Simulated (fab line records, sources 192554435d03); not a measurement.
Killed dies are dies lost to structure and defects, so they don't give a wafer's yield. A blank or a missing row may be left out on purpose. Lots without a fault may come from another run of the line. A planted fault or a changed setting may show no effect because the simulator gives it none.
Which tool did it? | flow n5_finfet | 11 lots, 32 wafers sampled, at 4 steps of a route of 1938

WHAT THE GAUGES READ, wafer by wafer
The record holds no reading of a measuring or inspecting step that can be judged against a usual standard deviation.

WHICH TOOL RAN EACH LOT (tool, then ch and the chambers of the sampled wafers, then the start)
lot  | N5_BEOL_M5_DESCUM_33               | N5_BEOL_M5_ETCH_68                 | N5_BEOL_M5_CVD_47                | N5_BEOL_M5_SPUTTER_81
L276 | rie_diel-03 ch 1,2,3, day 8 01:24  | rie_diel-03 ch 1,2,3, day 8 01:29  | cvd_co-01 ch 0,1,2, day 8 03:34  | pvd_sputter-03, day 8 04:51
L278 | rie_diel-03 ch 1,2,3, day 8 05:53  | rie_diel-03 ch 1,2,3, day 8 05:58  | cvd_co-02 ch 0,1, day 8 07:24    | pvd_sputter-02, day 8 08:41
L277 | rie_diel-03 ch 0,2, day 8 09:47    | rie_diel-03 ch 0,2, day 8 09:52    | cvd_co-01 ch 1,2, day 8 11:34    | pvd_sputter-03, day 8 13:02
L279 | rie_diel-02 ch 0,2,3, day 9 07:21  | rie_diel-02 ch 0,2,3, day 9 07:26  | cvd_co-02 ch 0,1,2, day 9 10:15  | pvd_sputter-01, day 9 11:31
L281 | rie_diel-03 ch 3, day 9 08:23      | rie_diel-03 ch 3, day 9 08:30      | cvd_co-02 ch 0,2, day 9 11:14    | pvd_sputter-03, day 9 12:30
L283 | rie_diel-03 ch 0,1,2, day 10 01:47 | rie_diel-03 ch 0,1,2, day 10 01:52 | cvd_co-02 ch 0,1,2, day 10 04:17 | pvd_sputter-01, day 10 05:52
L290 | rie_diel-03 ch 2,3, day 11 12:14   | rie_diel-03 ch 2,3, day 11 12:19   | cvd_co-01 ch 0,1,2, day 11 13:41 | pvd_sputter-03, day 11 15:00
L295 | rie_diel-05 ch 2,3, day 13 01:56   | rie_diel-05 ch 2,3, day 13 02:01   | cvd_co-02 ch 0,1,2, day 13 04:53 | pvd_sputter-03, day 13 06:14
L297 | rie_diel-03 ch 0,1,3, day 13 06:23 | rie_diel-03 ch 0,1,3, day 13 06:28 | cvd_co-02 ch 0,1,2, day 13 07:58 | pvd_sputter-02, day 13 09:14
L296 | rie_diel-03 ch 1,2,3, day 13 10:14 | rie_diel-03 ch 1,2,3, day 13 10:19 | cvd_co-02 ch 1,2, day 13 12:01   | pvd_sputter-01, day 13 13:17
L298 | rie_diel-05 ch 0,2,3, day 14 00:14 | rie_diel-05 ch 0,2,3, day 14 00:19 | cvd_co-02 ch 0,1,2, day 14 01:47 | pvd_sputter-01, day 14 03:26
- N5_BEOL_M5_DESCUM_33: chemistry O2, time 7 s.
- N5_BEOL_M5_ETCH_68: etches SOC in N2/H2, target depth 80 nm, overetch 16 nm, time 120 s.
- N5_BEOL_M5_CVD_47: deposits Co from CCTBA/H2, target thk 3 nm, time 216 s.
- N5_BEOL_M5_SPUTTER_81: material Cu, target thk 15 nm, time 27.62 s.

WHAT THE TOOLS THEMSELVES READ (means of the sampled wafers that have a number; where no wafer has one, the mark that the record gives instead)
N5_BEOL_M5_DESCUM_33.
lot  | tool        | drypump_motor_current_A (A) | oes_product_au (a.u.) | rf_vpp_V (V) | showerhead_plenum_p_Torr (Torr) | throttle_valve_pct (%)
L276 | rie_diel-03 | 5.7                         | 0.81                  | 244.6        | 2.15                            | 20.33
L278 | rie_diel-03 | 5.7                         | 0.81                  | 243.5        | 2.14                            | 20.33
L277 | rie_diel-03 | 5.5                         | 0.76                  | 242.7        | 2.11                            | 20.52
L279 | rie_diel-02 | 5.7                         | 0.77                  | 242.3        | 2.09                            | 20.50
L281 | rie_diel-03 | 6.7                         | 0.82                  | 243.2        | 2.12                            | 20.28
L283 | rie_diel-03 | 5.3                         | 0.80                  | 243.4        | 2.12                            | 20.43
L290 | rie_diel-03 | 6.3                         | 0.76                  | 243.8        | 2.13                            | 20.40
L295 | rie_diel-05 | 6.2                         | 0.79                  | 242.6        | 2.06                            | 20.63
L297 | rie_diel-03 | 5.6                         | 0.81                  | 242.8        | 2.09                            | 20.37
L296 | rie_diel-03 | 5.7                         | 0.86                  | 243.6        | 2.13                            | 20.25
L298 | rie_diel-05 | 6.0                         | 0.83                  | 241.8        | 2.06                            | 20.34

N5_BEOL_M5_ETCH_68.
lot  | tool        | bias_w (W) | drypump_motor_current_A (A) | oes_product_au (a.u.) | rf_vpp_V (V) | showerhead_plenum_p_Torr (Torr) | throttle_valve_pct (%)
L276 | rie_diel-03 | 149.8      | 5.7                         | 0.62                  | 525.4        | 2.60                            | 17.69
L278 | rie_diel-03 | 150.3      | 5.7                         | 0.62                  | 525.2        | 2.60                            | 17.69
L277 | rie_diel-03 | 149.8      | 5.5                         | 0.59                  | 523.8        | 2.54                            | 17.80
L279 | rie_diel-02 | 150.0      | 5.8                         | 0.59                  | 522.3        | 2.53                            | 17.85
L281 | rie_diel-03 | 150.6      | 6.6                         | 0.62                  | 524.3        | 2.57                            | 17.68
L283 | rie_diel-03 | 150.3      | 5.3                         | 0.61                  | 523.2        | 2.56                            | 17.76
L290 | rie_diel-03 | 149.8      | 6.3                         | 0.58                  | 524.6        | 2.57                            | 17.74
L295 | rie_diel-05 | 149.5      | 6.2                         | 0.60                  | 523.2        | 2.49                            | 17.97
L297 | rie_diel-03 | 150.2      | 5.6                         | 0.61                  | 524.1        | 2.53                            | 17.74
L296 | rie_diel-03 | 150.0      | 5.7                         | 0.65                  | 525.0        | 2.58                            | 17.60
L298 | rie_diel-05 | 149.8      | 6.0                         | 0.63                  | 521.9        | 2.49                            | 17.75

N5_BEOL_M5_CVD_47.
lot  | tool      | run_length_s (s)
L276 | cvd_co-01 | 238.6
L278 | cvd_co-02 | 238.9
L277 | cvd_co-01 | 238.3
L279 | cvd_co-02 | 239.0
L281 | cvd_co-02 | 239.1
L283 | cvd_co-02 | 238.7
L290 | cvd_co-01 | 237.4
L295 | cvd_co-02 | 238.9
L297 | cvd_co-02 | 238.8
L296 | cvd_co-02 | 239.0
L298 | cvd_co-02 | 239.3

N5_BEOL_M5_SPUTTER_81.
lot  | tool           | chuck_gas_flow_sccm (sccm) | throttle_valve_pct (%)
L276 | pvd_sputter-03 | 1.25                       | 29.1
L278 | pvd_sputter-02 | 1.31                       | 29.3
L277 | pvd_sputter-03 | 1.34                       | 30.3
L279 | pvd_sputter-01 | 1.27                       | 30.3
L281 | pvd_sputter-03 | 1.25                       | 29.2
L283 | pvd_sputter-01 | 1.25                       | 29.7
L290 | pvd_sputter-03 | 1.27                       | 29.6
L295 | pvd_sputter-03 | 1.29                       | 30.0
L297 | pvd_sputter-02 | 1.27                       | 29.2
L296 | pvd_sputter-01 | 1.21                       | 29.6
L298 | pvd_sputter-01 | 1.30                       | 30.3

THE ANSWER, worked out from the rows above alone
Rule: what is usual is taken from the lots themselves. Put in order of their means at a reading, lots are off if they are a third of the lots or fewer, leave a main group of 4 or more, and stand apart from it by a gap of 3 or more times the standard deviation of the main group's means; of several such gaps the widest counts. A main group whose means are all the same, to the digits that the tables above print for the reading, isn't used. A lot without any number at a reading at which 4 lots or more have one is off too. The other lots that the step has rows for count as sound. The gauges are gone through in route order, then the tools' own readings, and for those a lot's mean is taken as printed above. The first step at which some lot is off is used, and at that step the reading that is off furthest; a lot without a number counts as furthest.
Off: L290, at N5_BEOL_M5_CVD_47 (run_length_s). The main group: mean 238.9 s, standard deviation 0.27.
A tool fits if, at that step or a process step before it, it ran every lot that is off, and no sound lot after the first of them. One fits: cvd_co-01 at N5_BEOL_M5_CVD_47. Its last sound lot is L277 (day 8 11:34), its first lot that is off L290 (day 11 13:41): a fault that began between those two fits.
The tool's own readings at N5_BEOL_M5_CVD_47 bear it out: on the lots that are off they differ by more than 5 times the standard deviation of the sound lots' means. run_length_s reads 237.4 s there against 238.9 s on the sound lots.

WHAT THE SIMULATOR HAD PUT IN
Process parameter drift: cvd_co-01, from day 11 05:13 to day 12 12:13, at N5_BEOL_M5_CVD_47. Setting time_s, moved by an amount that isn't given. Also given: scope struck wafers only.
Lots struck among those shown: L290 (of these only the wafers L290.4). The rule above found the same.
